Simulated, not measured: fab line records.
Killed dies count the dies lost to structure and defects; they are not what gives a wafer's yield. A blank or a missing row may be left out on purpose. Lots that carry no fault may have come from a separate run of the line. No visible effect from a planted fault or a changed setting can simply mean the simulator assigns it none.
A lot that was struck, set against a sound lot	flow n5Finfet	37 out of 1938 route steps
Sound: the wafers L169.2, L169.3, L169.5. Wafers L180.1, L180.3, L180.6 were the ones struck. Last of all comes the cause.
For every step that has rows: the tool of each side, followed by ch and its chambers, followed by its first start. Under that, the readings that differ: sound wafers	struck wafers	difference of the means	sigmas: that difference in standard deviations of wafers without a fault.
alike: words and numbers the same on both sides, and readings whose means are apart by under 2 such deviations; not compared: readings that were withheld, readings missing a value for some wafer, numbers with overlapping values and no deviation given by the record, and bounds like >300 which may hide the same value.
Wherever a step has rows on one side only, a row that says differs or no value, or a row with sigmas, the two part there. Numbers that have no deviation but don't overlap get no sigmas and don't part them. Lack of a reading on every wafer of one side parts them only where that side has two or more wafers.

first, 9 steps without rows for these wafers: N5_WELL_APT_SOFTBAKE_20 (time 60 s); N5_WELL_APT_EXPOSE_22 (exposes mask PWELL, defocus 0 nm, target cd 200 nm); N5_WELL_APT_PEB_23 (peb time 90 s); N5_WELL_APT_DEVELOP_24 (develop time 45 s); N5_WELL_APT_HARDBAKE_29 (time 120 s); N5_WELL_APT_DESCUM_30 (chemistry O2, time 7.9 s); N5_WELL_APT_IMPLANT_31; N5_WELL_APT_IMPLANT_32; N5_WELL_APT_STRIP_33 (strips in SPM, time 900 s).
N5_WELL_APT_RTA_34: time 10 s.
  sound on rtpAnneal-02 ch 0, day 2 10:06; struck on rtpAnneal-02 ch 0, day 5 04:50
reading	sound	struck	difference	sigmas
lampPowerPct (%)	13.04 12.96 12.96	11.79 11.77 11.76	-1.21	-22
lamp_zone_1_pct (%)	12.983 13.013 12.976	11.804 11.775 11.758	-1.212	-42
lamp_zone_2_pct (%)	12.99 12.99 13.00	11.75 11.77 11.79	-1.22	-39
lamp_zone_3_pct (%)	12.98 12.99 13.01	11.70 11.76 11.77	-1.25	-42
lamp_zone_4_pct (%)	13.01 12.96 12.99	11.76 11.76 11.75	-1.23	-40
lamp_zone_5_pct (%)	13.02 12.97 12.99	11.76 11.76 11.77	-1.23	-37
lamp_zone_6_pct (%)	12.91 12.94 12.92	11.64 11.72 11.72	-1.23	-40
lamp_zone_7_pct (%)	13.48 13.43 13.40	12.17 12.15 12.17	-1.27	-41
  alike: wafer_temp_C_max
then, 25 steps without rows for these wafers: N5_WELL_APT_OXIDE_STRIP_42 (strips SiO2 in dHF, time 45 s, target depth 12 nm); N5_WELL_APT_PRECLEAN_36 (cleans in O3/DIW, time 45 s); N5_WELL_APT_PRECLEAN_39 (cleans in dHF, time 60 s); N5_WELL_APT_SRD_37 (time 30 s); N5_WELL_APT_EPI_41 (deposits Si from SiH4/H2, target thk 50 nm, time 297.7 s); N5_PMOS_HMC_CHANNEL_EPI_HM_DEP_34 (deposits SiO2 from TEOS/O2, target thk 36 nm, time 6.9 s); N5_PMOS_HMC_CHANNEL_EPI_COAT_31 (time 60 s, resist thk 66 nm); N5_PMOS_HMC_CHANNEL_EPI_COAT_03 (resist thk 205 nm); N5_PMOS_HMC_CHANNEL_EPI_EBR_05; N5_PMOS_HMC_CHANNEL_EPI_SOFTBAKE_04 (time 60 s); N5_PMOS_HMC_CHANNEL_EPI_EXPOSE_06 (exposes mask PMOS HMC BLK, target cd 240 nm); N5_PMOS_HMC_CHANNEL_EPI_PEB_07 (peb time 60 s); N5_PMOS_HMC_CHANNEL_EPI_DEVELOP_08 (develop time 30 s); N5_PMOS_HMC_CHANNEL_EPI_DESCUM_14 (chemistry O2, time 7.9 s); N5_PMOS_HMC_CHANNEL_EPI_ETCH_32 (etches BARC in N2/H2, stops on SiO2, target depth 85.8 nm, time 50.3 s); N5_PMOS_HMC_CHANNEL_EPI_HM_OPEN_15 (chemistry CHF3/O2, target SiO2, target depth 40.6 nm, time 20.3 s); N5_PMOS_HMC_CHANNEL_EPI_STRIP_33 (strips in N2/H2); N5_PMOS_HMC_CHANNEL_EPI_STRIP_17 (strips in SPM, time 750 s); N5_PMOS_HMC_CHANNEL_EPI_ETCH_38 (etches SiO2 in CF4, target depth 1.5 nm); N5_PMOS_HMC_CHANNEL_EPI_FIN_RECESS_16 (chemistry HBr/Cl2, target Si, target depth 54 nm, time 18 s); N5_PMOS_HMC_CHANNEL_EPI_PRECLEAN_36 (cleans in O3/DIW, time 45 s); N5_PMOS_HMC_CHANNEL_EPI_PRECLEAN_18 (cleans in DHF, time 30 s); N5_PMOS_HMC_CHANNEL_EPI_SRD_19 (time 30 s); N5_PMOS_HMC_CHANNEL_EPI_EPI_20 (deposits SiGe30, target thk 59 nm); N5_PMOS_HMC_CHANNEL_EPI_HM_STRIP_35 (strips SiO2 in dHF, material SiO2, target depth 39.6 nm, time 216 s).
-- a jump in the record: the struck wafers' starts before and after are 6 days apart (it breaks off in module PMOS_HMC_CHANNEL_EPI and resumes in module BEOL_M4, where the first step shown is number 1111 of the route) --
N5_BEOL_M4_RC_MEAS_101:
  sound on prober-02 ch 0, day 8 17:55; struck on prober-01 ch 0, day 11 03:21
reading	sound	struck	difference	sigmas
IOFF_N_LONG (nA/um)	5.89e-05 5.85e-05 5.72e-05	6.32e-05 6.56e-05 6.7e-05	+7.07e-06	+3
  alike: DIBL_N, DIBL_P, IOFF_N, IOFF_P, ION_N, ION_P, SS_N, SS_P, VT_N, VT_P
-- here the record skips 6 days between the struck wafers' starts before and after, leaving off in module BEOL_M4 and picking up in module PASSIVATION (first step shown: number 1936 of the route) --
N5_PASSIVATION_PROBE_49:
  struck on prober-01, day 16 21:13; sound on prober-01, day 13 08:58
  alike: defectLimitedYield, killed_at_M0_to_M3, killed_at_M4_up, killedAtContacts, killedAtFrontEnd, killedAtOther, killedDies, killedOpen, killedShort, sort_bin_5_function, sort_bin_6_memory, sort_bin_8_speed, sortNPass, sortYieldPct

== WHERE THEY PART ==
First at N5_WELL_APT_RTA_34; last, within this record, at N5_BEOL_M4_RC_MEAS_101. Later steps at which nothing parts them and some readings are alike: N5_PASSIVATION_PROBE_49.

WHY: what had been put in by the simulator
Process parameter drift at N5_WELL_APT_RTA_34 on rtpAnneal-02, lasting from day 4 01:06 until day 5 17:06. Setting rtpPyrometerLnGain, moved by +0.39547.
